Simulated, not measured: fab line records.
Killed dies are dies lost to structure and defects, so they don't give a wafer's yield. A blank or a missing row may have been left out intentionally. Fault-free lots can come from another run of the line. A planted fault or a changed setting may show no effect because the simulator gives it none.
fab line records | flow n5_finfet
[record] lots = 11 | wafers = 33 | last_day = 16
route steps=1938 shown BEOL_M1@812 BEOL_M4@1111
lots with no fault: from the same line, run without faults
start_h: hours from the record's opening day to when the first of the lot's shown wafers began | wait_h: hours elapsed since this lot's preceding step | " the same as in the row above | L1.1+2: one row covering several wafers at once | - no value, or no start given | * or withheld: withheld | < > ~ a bound
route shown NAME@n: NAME is a module with steps in the file, n the number in the route of the first one | usual: mean/standard deviation taken from wafers without a fault | same: alike in all rows | chamber/n: place in a boat | sites: the reading at each site | _std_site: the values' standard deviation | _edge_site: the outer-site mean with the inner-site mean subtracted | radius_mm: how far each site lies from the wafer's centre | mask NAME#n: copy n | behind: the last tool/chamber to shape the wafer | hold: what put the lot on hold/how long, in hours/how the hold closed | device: whichever transistor did not switch (one of n, p or np) | end of line: at the end of the route, the tests of the same wafers | a step with no rows: only its recipe | killed: dies that structure and defects cost at the first sort, which is not the same as the wafer's yield | map: shows each die of a wafer: x if killed, . if not, _ if none is there
set.NAME: the setting that was run; set.NAME@STEP: the one run at that earlier step | model.NAME: the simulator's own value behind a step, which no gauge read
a sample of lots followed through the steps of the route, with each step as a table and each wafer as a row
[[steps]]
[step N5_BEOL_M1_SURFACE_TREAT_85]
[recipe] gas = Ar | time_s = * | ion_energy_ev = * | ion_current_ma_cm2 = 0.5 | pressure_mtorr = * | ar_flow_sccm = 30
[usual] throttle_valve_pct = *
lot.wafer | tool           | chamber | start_h | wait_h | throttle_valve_pct
L345.3    | pvd_sputter-03 | -       | 155.29  | 0.2    | *
L345.4    | "              | -       | "       | "      | *
L345.5    | "              | -       | "       | "      | *
L346.1    | pvd_sputter-03 | -       | 157.94  | 0.1    | *
L346.2    | "              | -       | "       | "      | *
L346.6    | "              | -       | "       | "      | *
L347.1    | pvd_sputter-02 | -       | 170.08  | 0.4    | *
L347.2    | "              | -       | "       | "      | *
L347.5    | "              | -       | "       | "      | *
L349.1    | pvd_sputter-03 | -       | 173.33  | 0.2    | *
L349.3    | "              | -       | "       | "      | *
L349.6    | "              | -       | "       | "      | *
L348.2    | pvd_sputter-03 | -       | 176.09  | 0.2    | *
L348.3    | "              | -       | "       | "      | *
L348.4    | "              | -       | "       | "      | *
L353.4    | pvd_sputter-03 | -       | 205.42  | 0.2    | *
L353.5    | "              | -       | "       | "      | *
L353.6    | "              | -       | "       | "      | *
L355.1    | pvd_sputter-03 | -       | 215.86  | 1.5    | *
L355.4    | "              | -       | "       | "      | *
L355.6    | "              | -       | "       | "      | *
L356.1    | pvd_sputter-01 | -       | 220.15  | 0.2    | *
L356.2    | "              | -       | "       | "      | *
L356.4    | "              | -       | "       | "      | *
L361.1    | pvd_sputter-03 | -       | 242.95  | 0.2    | *
L361.5    | "              | -       | "       | "      | *
L361.6    | "              | -       | "       | "      | *
L362.2    | pvd_sputter-02 | -       | 248.79  | 0.2    | *
L362.4    | "              | -       | "       | "      | *
L362.6    | "              | -       | "       | "      | *
L363.1    | pvd_sputter-02 | -       | 258.84  | 0.3    | *
L363.2    | "              | -       | "       | "      | *
L363.6    | "              | -       | "       | "      | *
[step N5_BEOL_M1_SPUTTER_81]
[recipe] material = Cu | target_thk_a = 45 | temp_c = -20 | chamber_pressure_pa = 0.07 | power_w = withheld | time_s = 8.29
[usual] throttle_valve_pct = 29.9/1.3
lot.wafer | tool           | chamber | start_h | wait_h | throttle_valve_pct
L345.3    | pvd_sputter-02 | -       | 155.95  | 0.1    | 30.5
L345.4    | "              | -       | "       | "      | 29.7
L345.5    | "              | -       | "       | "      | 29.5
L346.1    | pvd_sputter-03 | -       | 158.63  | 0.1    | 31.3
L346.2    | "              | -       | "       | "      | 31.2
L346.6    | "              | -       | "       | "      | 31.2
L347.1    | pvd_sputter-02 | -       | 171.10  | 0.1    | 30.7
L347.2    | "              | -       | "       | "      | 29.6
L347.5    | "              | -       | "       | "      | 29.6
L349.1    | pvd_sputter-02 | -       | 175.33  | 0.1    | 30.7
L349.3    | "              | -       | "       | "      | 29.4
L349.6    | "              | -       | "       | "      | 30.7
L348.2    | pvd_sputter-03 | -       | 176.81  | 0.1    | 31.1
L348.3    | "              | -       | "       | "      | 30.6
L348.4    | "              | -       | "       | "      | 31.1
L353.4    | pvd_sputter-03 | -       | 206.11  | 0.1    | 30.7
L353.5    | "              | -       | "       | "      | 31.1
L353.6    | "              | -       | "       | "      | 31.3
L355.1    | pvd_sputter-02 | -       | 216.62  | 0.1    | 30.7
L355.4    | "              | -       | "       | "      | 30.6
L355.6    | "              | -       | "       | "      | 29.2
L356.1    | pvd_sputter-01 | -       | 220.81  | 0.1    | 27.6
L356.2    | "              | -       | "       | "      | 29.7
L356.4    | "              | -       | "       | "      | 26.9
L361.1    | pvd_sputter-03 | -       | 243.63  | 0.1    | 29.1
L361.5    | "              | -       | "       | "      | 30.9
L361.6    | "              | -       | "       | "      | 30.8
L362.2    | pvd_sputter-03 | -       | 249.46  | 0.1    | 31.4
L362.4    | "              | -       | "       | "      | 30.4
L362.6    | "              | -       | "       | "      | 31.1
L363.1    | pvd_sputter-01 | -       | 260.71  | 0.1    | 30.5
L363.2    | "              | -       | "       | "      | 29.7
L363.6    | "              | -       | "       | "      | 30.1
[step N5_BEOL_M1_ANNEAL_89]
[recipe] temp_c = 400 | time_s = 240 | ambient = vacuum
[usual] heater_power_w = 811/85 | susceptor_temp_C = 399.98/0.22
lot.wafer | tool           | chamber | start_h | wait_h | heater_power_w | susceptor_temp_C
L345.3    | pvd_sputter-02 | -       | 156.47  | 0.0    | 615            | 400.13
L345.4    | "              | -       | "       | "      | 797            | 399.71
L345.5    | "              | -       | "       | "      | 810            | 399.79
L346.1    | pvd_sputter-03 | -       | 159.15  | 0.0    | 844            | 399.82
L346.2    | "              | -       | "       | "      | 806            | 400.11
L346.6    | "              | -       | "       | "      | 842            | 399.88
L347.1    | pvd_sputter-02 | -       | 171.62  | 0.0    | 614            | 400.24
L347.2    | "              | -       | "       | "      | 792            | 399.69
L347.5    | "              | -       | "       | "      | 804            | 400.40
L349.1    | pvd_sputter-02 | -       | 175.85  | 0.0    | 739            | 400.05
L349.3    | "              | -       | "       | "      | 810            | 400.33
L349.6    | "              | -       | "       | "      | 599            | 399.99
L348.2    | pvd_sputter-03 | -       | 177.33  | 0.0    | 829            | 400.42
L348.3    | "              | -       | "       | "      | 697            | 400.12
L348.4    | "              | -       | "       | "      | 879            | 399.50
L353.4    | pvd_sputter-03 | -       | 206.63  | 0.0    | 712            | 399.96
L353.5    | "              | -       | "       | "      | 850            | 400.11
L353.6    | "              | -       | "       | "      | 843            | 400.08
L355.1    | pvd_sputter-02 | -       | 217.14  | 0.0    | -              | -
L355.4    | "              | -       | "       | "      | -              | -
L355.6    | "              | -       | "       | "      | -              | -
L356.1    | pvd_sputter-01 | -       | 221.33  | 0.0    | -              | -
L356.2    | "              | -       | "       | "      | -              | -
L356.4    | "              | -       | "       | "      | -              | -
L361.1    | pvd_sputter-03 | -       | 244.15  | 0.0    | 848            | 400.25
L361.5    | "              | -       | "       | "      | 739            | 400.11
L361.6    | "              | -       | "       | "      | 850            | 399.79
L362.2    | pvd_sputter-03 | -       | 249.98  | 0.0    | 845            | 399.87
L362.4    | "              | -       | "       | "      | 731            | 399.97
L362.6    | "              | -       | "       | "      | 866            | 400.08
L363.1    | pvd_sputter-01 | -       | 261.23  | 0.0    | 891            | 399.93
L363.2    | "              | -       | "       | "      | 989            | 399.61
L363.6    | "              | -       | "       | "      | 920            | 400.10
[step N5_BEOL_M1_ANNEAL_95]
[recipe] temp_c = 400 | time_s = 240 | ambient = vacuum
[usual] heater_power_w = 808/84 | susceptor_temp_C = 399.96/0.21
lot.wafer | tool           | chamber | start_h | wait_h | heater_power_w | susceptor_temp_C
L345.3    | pvd_sputter-02 | -       | 157.13  | 0.0    | 593            | 399.82
L345.4    | "              | -       | "       | "      | 826            | 400.29
L345.5    | "              | -       | "       | "      | 801            | 399.69
L346.1    | pvd_sputter-03 | -       | 159.81  | 0.0    | 845            | 399.99
L346.2    | "              | -       | "       | "      | 818            | 400.11
L346.6    | "              | -       | "       | "      | 839            | 400.05
L347.1    | pvd_sputter-02 | -       | 172.28  | 0.0    | 577            | 400.16
L347.2    | "              | -       | "       | "      | 781            | 399.81
L347.5    | "              | -       | "       | "      | 801            | 399.96
L349.1    | pvd_sputter-02 | -       | 176.51  | 0.0    | 761            | 400.21
L349.3    | "              | -       | "       | "      | 816            | 399.86
L349.6    | "              | -       | "       | "      | 598            | 399.59
L348.2    | pvd_sputter-03 | -       | 177.99  | 0.0    | 833            | 399.86
L348.3    | "              | -       | "       | "      | 737            | 399.39
L348.4    | "              | -       | "       | "      | 849            | 399.80
L353.4    | pvd_sputter-03 | -       | 207.29  | 0.0    | 729            | 400.05
L353.5    | "              | -       | "       | "      | 818            | 400.02
L353.6    | "              | -       | "       | "      | 833            | 399.86
L355.1    | pvd_sputter-02 | -       | 217.80  | 0.0    | 616            | 399.70
L355.4    | "              | -       | "       | "      | 769            | 399.95
L355.6    | "              | -       | "       | "      | 802            | 399.87
L356.1    | pvd_sputter-01 | -       | 221.99  | 0.0    | 813            | 399.92
L356.2    | "              | -       | "       | "      | 1012           | 400.07
L356.4    | "              | -       | "       | "      | 769            | 399.69
L361.1    | pvd_sputter-03 | -       | 244.81  | 0.0    | 836            | 399.87
L361.5    | "              | -       | "       | "      | 729            | 400.04
L361.6    | "              | -       | "       | "      | 821            | 399.84
L362.2    | pvd_sputter-03 | -       | 250.64  | 0.0    | 823            | 400.54
L362.4    | "              | -       | "       | "      | 746            | 400.21
L362.6    | "              | -       | "       | "      | 861            | 399.97
L363.1    | pvd_sputter-01 | -       | 261.89  | 0.0    | 892            | 399.99
L363.2    | "              | -       | "       | "      | 990            | 399.86
L363.6    | "              | -       | "       | "      | 908            | 399.59
[step N5_BEOL_M4_RC_MEAS_101]
[usual] DIBL_N = 36.3/1.2 | DIBL_P = 36.1/1.6 | IOFF_N = 0.161/0.023 | IOFF_P = 0.209/0.027 | ION_N = 676/8.9 | ION_P = 462/5.3 | SS_N = 71.5/0.51 | SS_P = 73.2/0.5 | VT_N = 249.1/2.5 | VT_P = -249.9/2.8
lot.wafer | tool      | chamber | start_h | wait_h | DIBL_N[mV/V] | DIBL_P[mV/V] | IOFF_N[nA/um] | IOFF_P[nA/um] | ION_N[uA/um] | ION_P[uA/um] | SS_N[mV/dec] | SS_P[mV/dec] | VT_N[mV] | VT_P[mV]
L345.3    | prober-02 | 0       | 185.41  | 0.3    | 35.5         | 34.7         | 0.126         | 0.169         | 658          | 450          | 70.6         | 72.4         | 250.9    | -255.3
L345.4    | "         | 0       | "       | "      | 34.8         | 33.8         | 0.121         | 0.164         | 664          | 457          | 69.9         | 72.7         | 252.8    | -255.6
L345.5    | "         | 0       | "       | "      | 36.0         | 35.1         | 0.137         | 0.182         | 672          | 459          | 70.4         | 72.3         | 252.8    | -254.5
L346.1    | prober-02 | 0       | 196.58  | 0.0    | 37.6         | 36.7         | 0.184         | 0.262         | 682          | 471          | 71.5         | 73.2         | 245.7    | -246.9
L346.2    | "         | 0       | "       | "      | 36.4         | 36.1         | 0.168         | 0.241         | 686          | 468          | 71.5         | 73.4         | 247.2    | -244.0
L346.6    | "         | 0       | "       | "      | 37.9         | 37.3         | 0.192         | 0.272         | 678          | 465          | 71.8         | 73.4         | 248.0    | -243.8
L347.1    | prober-02 | 0       | 204.65  | 0.0    | 36.5         | 35.8         | 0.158         | 0.203         | 669          | 459          | 71.6         | 73.5         | 249.0    | -249.5
L347.2    | "         | 0       | "       | "      | 37.4         | 37.8         | 0.188         | 0.239         | 675          | 459          | 71.5         | 73.4         | 248.5    | -247.8
L347.5    | "         | 0       | "       | "      | 37.1         | 37.4         | 0.198         | 0.240         | 683          | 466          | 71.6         | 74.4         | 248.4    | -247.9
L349.1    | prober-02 | 0       | 206.31  | 0.0    | 36.9         | 34.3         | 0.153         | 0.203         | 670          | 467          | 71.5         | 73.2         | 249.4    | -248.5
L349.3    | "         | 0       | "       | "      | 37.7         | 35.4         | 0.170         | 0.221         | 667          | 462          | 71.7         | 72.8         | 247.7    | -248.0
L349.6    | "         | 0       | "       | "      | 36.9         | 34.6         | 0.166         | 0.202         | 674          | 459          | 71.5         | 72.8         | 250.3    | -252.3
L348.2    | prober-01 | 0       | 211.89  | 0.2    | 34.3         | 34.7         | 0.129         | 0.158         | 664          | 450          | 71.2         | 73.6         | 252.9    | -256.2
L348.3    | "         | 0       | "       | "      | 35.1         | 35.5         | 0.140         | 0.175         | 679          | 461          | 71.3         | 73.3         | 248.6    | -252.5
L348.4    | "         | 0       | "       | "      | 35.0         | 35.4         | 0.140         | 0.171         | 663          | 454          | 71.4         | 73.3         | 249.8    | -253.8
L353.4    | prober-02 | 0       | 246.78  | 0.5    | 36.9         | 36.3         | 0.165         | 0.255         | 678          | 471          | 71.0         | 72.7         | 247.4    | -244.3
L353.5    | "         | 0       | "       | "      | 35.8         | 35.2         | 0.153         | 0.231         | 678          | 470          | 71.1         | 72.7         | 244.7    | -244.4
L353.6    | "         | 0       | "       | "      | 36.5         | 35.7         | 0.152         | 0.236         | 671          | 467          | 71.5         | 73.2         | 248.8    | -244.2
L356.1    | prober-02 | 0       | 249.03  | 0.0    | 35.0         | 35.2         | 0.151         | 0.197         | 676          | 467          | 71.9         | 72.5         | 247.9    | -250.9
L356.2    | "         | 0       | "       | "      | 35.7         | 35.9         | 0.160         | 0.204         | 672          | 462          | 71.9         | 73.4         | 250.1    | -250.7
L356.4    | "         | 0       | "       | "      | 34.0         | 33.4         | 0.135         | 0.174         | 665          | 457          | 71.0         | 72.6         | 251.5    | -253.3
L355.1    | prober-02 | 0       | 255.24  | 0.0    | 36.4         | 35.7         | 0.165         | 0.181         | 666          | 457          | 72.0         | 73.6         | 247.4    | -253.8
L355.4    | "         | 0       | "       | "      | 37.0         | 36.8         | 0.178         | 0.193         | 674          | 456          | 71.8         | 74.2         | 249.3    | -253.1
L355.6    | "         | 0       | "       | "      | 35.9         | 36.1         | 0.161         | 0.187         | 671          | 455          | 70.9         | 73.5         | 249.5    | -253.2
L361.1    | prober-02 | 0       | 278.72  | 0.0    | 36.8         | 37.2         | 0.177         | 0.220         | 679          | 460          | 72.2         | 73.3         | 249.4    | -250.5
L361.5    | "         | 0       | "       | "      | 38.2         | 37.8         | 0.200         | 0.232         | 688          | 462          | 71.8         | 73.2         | 247.3    | -247.2
L361.6    | "         | 0       | "       | "      | 37.9         | 37.5         | 0.186         | 0.225         | 680          | 467          | 72.0         | 72.1         | 247.4    | -249.5
L362.2    | prober-02 | 0       | 284.75  | 0.2    | 34.3         | 35.7         | 0.117         | 0.192         | 663          | 461          | 71.9         | 72.9         | 254.1    | -252.3
L362.4    | "         | 0       | "       | "      | 35.8         | 36.9         | 0.135         | 0.214         | 666          | 463          | 71.0         | 73.7         | 254.6    | -249.9
L362.6    | "         | 0       | "       | "      | 36.0         | 37.6         | 0.138         | 0.222         | 673          | 467          | 71.6         | 73.1         | 254.9    | -250.0
L363.1    | prober-01 | 0       | 294.29  | 0.0    | 35.6         | 36.5         | 0.161         | 0.215         | 666          | 461          | 71.9         | 73.0         | 249.0    | -250.2
L363.2    | "         | 0       | "       | "      | 36.1         | 37.8         | 0.182         | 0.238         | 681          | 461          | 71.8         | 73.9         | 246.7    | -247.1
L363.6    | "         | 0       | "       | "      | 36.0         | 37.2         | 0.166         | 0.222         | 677          | 462          | 72.7         | 73.7         | 248.1    | -251.9
[[key]]
[first_sign] step = N5_BEOL_M1_ANNEAL_89 | reading = tool_record | direction = missing
effect none on later readings
met_at N5_BEOL_M1_ANNEAL_89
struck_lots L355,L356
not_acting_at N5_BEOL_M1_SURFACE_TREAT_85,N5_BEOL_M1_SPUTTER_81,N5_BEOL_M1_ANNEAL_95
onset_between 175.85 217.14
[fault] kind = skipped_step_whole | tool = pvd_sputter-01,pvd_sputter-02 | chamber = - | onset_h = 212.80 | steps = N5_BEOL_M1_ANNEAL_89 | scope = struck_lots_only
